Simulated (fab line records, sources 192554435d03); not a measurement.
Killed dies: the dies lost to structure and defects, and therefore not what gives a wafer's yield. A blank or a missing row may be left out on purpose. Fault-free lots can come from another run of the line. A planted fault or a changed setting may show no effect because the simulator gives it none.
Problem report in the 8D (eight disciplines) form, filled by code ; flow n5-finfet ; the parts of the form that need people (team, actions taken, sign-off) are left out

## 1. THE PROBLEM
Wafers free of any fault read 1037 ohm/sq (standard deviation 6.9) for RS_NWELL at N5_BEOL_M4_RC_MEAS_101, against a mean of 1087 ohm/sq on 9 wafers of 3 lots. Relative to the usual mean, that is a shift of +7.3 standard deviations.
Seen first at day 12 11:00 on prober-02, wafer L359.3. Wafers with a number at this step in the record: 30, from 10 lots. Rule for "out", or "out of limits": more than 4 standard deviations from the usual mean. The other wafers with a number count as sound.

## 2. WHAT IT IS, WHAT IT ISN'T
question;is;is not
which readings at this step;RS_NWELL;DIBL_N, DIBL_P, IOFF_N, IOFF_P, ION_N, VT_P
which lots;L359, L361, L362;L345, L346, L347, L349, L353, L356, L360
which wafers of those lots;all that have a number;-
read on which gauges;prober-02;prober-01
when;from day 12 11:00;"up to then (18 sound wafers); but 3 sound wafers of L360 came after"

## 3. SUSPECTS, AND WHAT RULES EACH OUT
Counting: a tool at a process step up to the reading stays a suspect if it ran every lot that is out and no sound lot after the first of them.
- the gauge at N5_BEOL_M4_RC_MEAS_101 has been ruled out. All the wafers that are out were read on prober-02, but those of them that N5_WELL_APT_IMPLANT_14 has rows for are out there too, on other tools.
- implanter-01 at N5_WELL_APT_IMPLANT_14: kept. Every lot that is out went through it, starting with L359 (day 6 01:59), and after that it ran no sound lot; the last sound lot it ran before then is L356 (day 5 08:42). Out on those wafers are its own readings of dose-ions-cm2.
Remaining after the count: implanter-01 at N5_WELL_APT_IMPLANT_14.

## 4. THE CAUSE (what the simulator had put in)
Process parameter drift: implanter-01, from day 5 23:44 on, at N5_WELL_APT_IMPLANT_14. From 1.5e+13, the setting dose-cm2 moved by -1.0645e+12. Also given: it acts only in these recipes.
The count eliminated every tool but this one.

## 5. THE CHAIN OF EFFECTS, in route order
Rows list readings where the struck wafers' mean (over those with a number) sits beyond 3 standard deviations from the usual. Only readings for which the record gives a usual standard deviation are gone through. hours: the time from each lot's start at the first step in this table that gives one to its start at this step, as a median over the lots. sigmas: the change in usual standard deviations.
hours;step;reading;usual;on struck wafers;change;sigmas
0;N5_WELL_APT_IMPLANT_14;dose-ions-cm2;1.4999e+13;1.3923e+13;-1.0756e+12;-67
0;N5_WELL_APT_IMPLANT_14;faraday-current-uA;190;178;-12;-3.1
145;N5_BEOL_M4_RC_MEAS_101;RS_NWELL;1037 ohm/sq;1087;+50;+7.3
Its process steps:
- N5_WELL_APT_IMPLANT_14

## 6. WHAT WOULD HAVE CAUGHT IT SOONER
The first out-of-limits reading at a measuring or inspecting step in this record came at day 12 11:00, 155 hours after the fault's start at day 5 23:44.
At N5_WELL_APT_IMPLANT_14, the tool's own readings (dose-ions-cm2) were out on each struck wafer the step has a row for, so an alarm limit on them would have fired on the first such wafer.
All the lots that are out (3) had begun N5_WELL_APT_IMPLANT_14 on implanter-01 by day 12 11:00. Holding the tool at that point would not have protected any of them.
